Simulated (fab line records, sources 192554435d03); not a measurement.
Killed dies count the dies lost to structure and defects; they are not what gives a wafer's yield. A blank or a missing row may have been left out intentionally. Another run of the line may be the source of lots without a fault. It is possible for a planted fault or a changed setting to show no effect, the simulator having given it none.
Problem report in the 8D (eight disciplines) form, filled by code / flow n5Finfet / the parts of the form that need people (team, actions taken, sign-off) are left out

== 1. THE PROBLEM ==
N5_HKMG_FIN_CVD_62, susceptorTempC: mean 535.17 C over 1 wafer from 1 lot; wafers with no fault: 500.01 C, standard deviation 0.27. That is +99 or more standard deviations from the usual mean.
The step: deposits a-Si from Si2H6, target thk 3 nm, time 20.8 s.
Seen first at day 8 01:41 on thermalCvdSi-02, wafer L663.1. The record holds 34 wafers of 12 lots with a number at this step. By rule, "out" or "out of limits" means more than 4 standard deviations away from the usual mean. All remaining wafers that have a number are taken as sound.

== 2. WHAT IT IS, WHAT IT ISN'T ==
question=which readings at this step | is=susceptorTempC | is not=-
question=which lots | is=L663 | is not=L647, L649, L650, L653, L654, L655, L656, L657, L658, L664, L670
question=which wafers of those lots | is=L663.1 | is not=L663.2, L663.4
question=read on which tools | is=thermalCvdSi-02 | is not=thermalCvdSi-01
question=when | is=from day 8 01:41 | is not=up to then (27 sound wafers); but 6 sound wafers of L664, L670 came after

== 3. SUSPECTS, AND WHAT RULES EACH OUT ==
Counting: if a tool at a process step up to the reading ran every lot that is out, it stays a suspect. Sound lots after the first of them don't rule it out here, since some wafers of a struck lot are sound.
- cmp-03 at N5_SDB_CMP_30 (polishes, stops on poly-Si, t overpolish 1.54 s, target thk 30 nm): kept. It ran the lot that is out, L663 (day 7 22:04).
- aldHk-01 at N5_HKMG_FIN_ALD_74 (deposits La2O3, target thk 0.5 nm, pulse time 6 s, co reactant pulse time 1 s): kept. It processed L663, the lot that is out, at day 7 23:25, and its most recent sound lot before then was L658 at day 6 16:09.
- rieDiel-02 at N5_HKMG_FIN_DESCUM_53 (chemistry O2, time 7.9 s): kept. It processed L663, the lot that is out, at day 7 23:55, and its most recent sound lot before then was L657 at day 6 16:46.
- thermalCvdSi-02 at N5_HKMG_FIN_CVD_62 (deposits a-Si from Si2H6, target thk 3 nm, time 20.8 s): kept. It processed L663, the lot that is out, at day 8 01:41, and its most recent sound lot before then was L657 at day 6 18:33. Its own readings are out on those wafers: susceptorTempC.
- In cmp-03 at N5_SDB_CMP_30, the wafers that are out were processed in chamber 2 and their sound lot-mates in chambers 0, 3.
- In aldHk-01 at N5_HKMG_FIN_ALD_74, the wafers that are out were processed in chamber 2 and their sound lot-mates in chambers 0, 3.
- In rieDiel-02 at N5_HKMG_FIN_DESCUM_53, the wafers that are out were processed in chamber 0 and their sound lot-mates in chambers 2, 3.
- In thermalCvdSi-02 at N5_HKMG_FIN_CVD_62, the wafers that are out were processed in chamber 1 and their sound lot-mates in chambers 0, 2.
Left after counting: cmp-03 at N5_SDB_CMP_30, aldHk-01 at N5_HKMG_FIN_ALD_74, rieDiel-02 at N5_HKMG_FIN_DESCUM_53, thermalCvdSi-02 at N5_HKMG_FIN_CVD_62.

== 4. THE CAUSE (what the simulator had put in) ==
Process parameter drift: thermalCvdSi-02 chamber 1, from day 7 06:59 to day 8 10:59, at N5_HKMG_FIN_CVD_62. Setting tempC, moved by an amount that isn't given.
4 suspects survive the count, and this tool is in that group.

== 5. SEQUENCE OF EFFECTS, ordered by route ==
One row per reading whose mean, taken over the struck wafers that have a number, lies over 3 standard deviations from the usual. Scope: only readings with a usual standard deviation given in the record; hours: median across lots of the time from each lot's start at the first step in this table that gives one to its start at this step; sigmas: change in usual standard deviations.
hours=0; step=N5_HKMG_FIN_CVD_62; reading=susceptorTempC; usual=500.01 C; on struck wafers=535.17; change=+35.16; sigmas=+99 or more
Its process steps:
- N5_HKMG_FIN_CVD_62: deposits a-Si from Si2H6, target thk 3 nm, time 20.8 s.

== 6. WHAT WOULD HAVE CAUGHT IT SOONER ==
19 hours passed between the start of the fault at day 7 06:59 and the first reading out of limits in this record, taken at day 8 01:41.
